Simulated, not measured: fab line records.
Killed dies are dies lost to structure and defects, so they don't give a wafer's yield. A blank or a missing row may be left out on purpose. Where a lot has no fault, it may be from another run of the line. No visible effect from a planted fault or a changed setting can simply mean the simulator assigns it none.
Matching of chambers | flow nandHarc | NHARC_P_CONTACT_CMP_24 on cmp-01: 4 sister chambers
The step polishes, t overpolish 30 s, target thk 200 nm. 7 wafers are shown with their chamber, then 7 later ones without.

WAFERS, EACH WITH ITS CHAMBER
wafer  | chamber | motorCurrentA (A) | timeToEndpointS (s)
L829.4 | 0       | 13.0              | 45
L830.3 | 1       | 11.3              | 42
L837.4 | 1       | 11.6              | 42
L837.5 | 3       | 11.7              | 37
L837.6 | 2       | 12.8              | 40
L841.3 | 2       | 12.7              | 43
L841.5 | 3       | 11.7              | 36

WAFERS WITH NO CHAMBER GIVEN
wafer  | motorCurrentA (A) | timeToEndpointS (s)
L841.6 | 13.4              | 45
L839.1 | 10.5              | 43
L839.3 | 12.5              | 39
L839.6 | 12.2              | 36
L848.1 | 12.3              | 41
L848.2 | 12.7              | 44
L848.5 | 12.4              | 40

WHICH CHAMBER EACH WENT THROUGH
wafer  | from the rows above     | in truth
L841.6 | 0                       | 0
L839.1 | 1                       | 1
L839.3 | 2                       | 2
L839.6 | 3                       | 3
L848.1 | 2                       | 2
L848.2 | can't be placed: 2 or 0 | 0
L848.5 | 2                       | 2
6 of 7 placed correctly. Unplaceable from these rows: 1, with the true chamber sitting among the candidates in 1. Placed wrongly: 0.
How it was worked out, from the rows above alone: a wafer's distance from a chamber is the root of the sum, over the readings, of the square of ((its reading less the chamber's mean) divided by the reading's scatter). If the next closest chamber is less than 2 further off than the closest, the wafer can't be placed; otherwise it belongs to the closest. For every chamber, the mean is computed from those of its wafers that are shown. How the scatter is found: for the shown wafers, subtract from each reading the mean of its chamber, square and add these, divide the total by (wafers less chambers), then take the root.
